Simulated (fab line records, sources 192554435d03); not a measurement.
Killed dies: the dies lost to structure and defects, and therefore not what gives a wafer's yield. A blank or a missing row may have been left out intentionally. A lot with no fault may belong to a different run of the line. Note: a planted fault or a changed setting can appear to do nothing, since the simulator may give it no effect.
Struck lot and sound lot, side by side || flow n5 finfet || 25 steps out of a route of 1938
Sound: these wafers, L455.1, L455.2, L455.6. The struck wafers were L448.1, L448.4, L448.6. At the end, the cause is stated.
Per side, at each step with rows, come the tool, then ch with its chambers, and then its first start. Under that, the readings that differ: sound wafers || struck wafers || difference of the means || sigmas: that difference in standard deviations of wafers without a fault.
alike: words and numbers the same on both sides, and readings whose means are apart by under 2 such deviations; not compared: readings that were withheld, readings missing a value for some wafer, numbers with overlapping values and no deviation given by the record, and bounds like >300 which may hide the same value.
Wherever a step has rows on one side only, a row that says differs or no value, or a row with sigmas, the two part there. Non-overlapping numbers with no deviation appear without sigmas and do not part them. Lack of a reading on every wafer of one side parts them only where that side has two or more wafers.

first, 5 steps without rows for these wafers: N5_DUMMY_GATE_PRECLEAN_33 (cleans in dHF, time 10 s); N5_DUMMY_GATE_PRECLEAN_25 (cleans in O3/DIW, time 45 s); N5_DUMMY_GATE_PRECLEAN_51 (cleans in SC2, time 45 s); N5_DUMMY_GATE_SRD_26 (time 30 s); N5_DUMMY_GATE_UV_OZONE_45 (time 120 s).
N5_DUMMY_GATE_INSPECT_27: inspects for defects (brightfield).
  struck on defect inspect-01, day 5 02:11; sound on defect inspect-01, day 6 16:53
  alike: raw defect count
N5_SPACER0_ALD_07: deposits SiNx, target thk 2 nm.
  sound on ald sin-02 ch 0,2,3, day 6 16:56; struck on ald sin-02 ch 1,3, day 5 02:43
  alike: heater power w
N5_SPACER0_ALD_00: deposits SiOCN, target thk 3.5 nm, pulse time 3 s, purge time 2 s.
  sound on ald sin-02 ch 0,2,3, day 6 17:05; struck on ald sin-02 ch 1,3, day 5 02:52
  alike: heater power w, precursor pulse height rel
N5_SPACER0_ALD_08: deposits SiNx, target thk 2 nm.
  sound on ald sin-02 ch 0,2,3, day 6 17:20; struck on ald sin-02 ch 1,3, day 5 03:08
  alike: heater power w
N5_SPACER0_INSPECT_04: inspects for defects (darkfield).
  struck on defect inspect-01, day 5 03:17; sound on defect inspect-02, day 6 17:30
  alike: raw defect count
then, 2 steps without rows for these wafers: N5_SD_EPI_N_COAT_32 (time 60 s, resist thk 350 nm); N5_SD_EPI_N_COAT_33 (time 60 s, resist thk 35 nm).
N5_SD_EPI_N_COAT_03: resist thk 150 nm.
  sound on litho track-04 ch 0, day 6 17:32; struck on litho track-03 ch 0, day 5 03:19
{"reading": "spin speed rpm (rpm)", "sound": "1501.3 1500.1 1499.4", "struck": "1759.0 1759.5 1758.3", "difference": "+258.7", "sigmas": "+99 or more"}
{"reading": "model.CAR-ArF-block_of_SD_EPI_N_COAT_03.thk nm (nm)", "sound": "150.2 150.4 149.6", "struck": "139 139.2 139.2", "difference": -11, "sigmas": ""}
then, 5 steps without rows for these wafers: N5_SD_EPI_N_EBR_05; N5_SD_EPI_N_SOFTBAKE_04 (time 60 s); N5_SD_EPI_N_EXPOSE_06 (exposes mask SD N BLK, target cd 120 nm); N5_SD_EPI_N_PEB_07 (peb time 60 s); N5_SD_EPI_N_DEVELOP_08 (develop time 30 s).
N5_SD_EPI_N_CD_MEAS_09: the cd target is 120 nm.
  sound on cd sem-03 ch 0, day 6 17:54; struck on cd sem-03 ch 0, day 5 03:41
  alike: cd nm
N5_SD_EPI_N_OVL_MEAS_10:
  sound on overlay-01 ch 0, day 6 17:56; struck on overlay-01 ch 0, day 5 03:43
  alike: SD_N_BLK_OVL
N5_SD_EPI_N_INSPECT_11: inspects for defects (macro).
  struck on defect inspect-02, day 5 03:44; sound on defect inspect-02, day 6 17:57
  alike: raw defect count
N5_SD_EPI_N_DESCUM_14: chemistry O2, time 7.9 s.
  sound on rie diel-02 ch 1,2, day 6 18:05; struck on rie diel-05 ch 0,1,2, day 5 03:46
  alike: drypump motor current A, oes product au, rf fwd power W, rf vpp V, showerhead plenum p Torr, temp c, throttle valve pct
  not compared: rf hours counter h
N5_SD_EPI_N_ETCH_34: etches SiARC in CF4, target depth 45.5 nm, time 75.8 s.
  sound on rie diel-02 ch 1,2, day 6 18:07; struck on rie diel-05 ch 0,1,2, day 5 03:49
{"reading": "model.CAR-ArF-block_of_SD_EPI_N_COAT_03.thk nm (nm)", "sound": "111 111.4 110.6", "struck": "100 100 100", "difference": -11, "sigmas": ""}
  alike: drypump motor current A, etch rf on time s, oes product au, rf fwd power W, rf vpp V, showerhead plenum p Torr, throttle valve pct
  not compared: rf hours counter h
N5_SD_EPI_N_ETCH_35: etches SOC in N2/H2, overetch 108 nm, time 486 s.
  sound on rie diel-02 ch 1,2, day 6 18:10; struck on rie diel-05 ch 0,1,2, day 5 03:52
{"reading": "h2 flow sccm (sccm)", "sound": "199.0 198.3 198.7", "struck": "200.7 200.0 200.0", "difference": "+1.6", "sigmas": "+3"}
  alike: drypump motor current A, oes product au, rf fwd power W, rf vpp V, showerhead plenum p Torr, temp c, throttle valve pct
  not compared: rf hours counter h
-- a jump in the record: the struck wafers' starts before and after are 5 days apart (it breaks off in module SD_EPI_N and resumes in module BEOL_M4, where the first step shown is number 1111 of the route) --
N5_BEOL_M4_RC_MEAS_101:
  sound on prober-01 ch 0, day 11 18:34; struck on prober-02 ch 0, day 9 17:52
  alike: DIBL_N, DIBL_P, IOFF_N, IOFF_P, ION_N, ION_P, SS_N, SS_P, VT_N, VT_P

WHERE THEY PART
At N5_SD_EPI_N_COAT_03 first; at N5_SD_EPI_N_ETCH_35 last (within this record only). Later steps at which nothing parts them and some readings are alike: N5_BEOL_M4_RC_MEAS_101.

WHY: whatever the simulator had introduced
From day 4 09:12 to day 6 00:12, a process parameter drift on litho track-03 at N5_SD_EPI_N_COAT_03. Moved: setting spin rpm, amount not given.
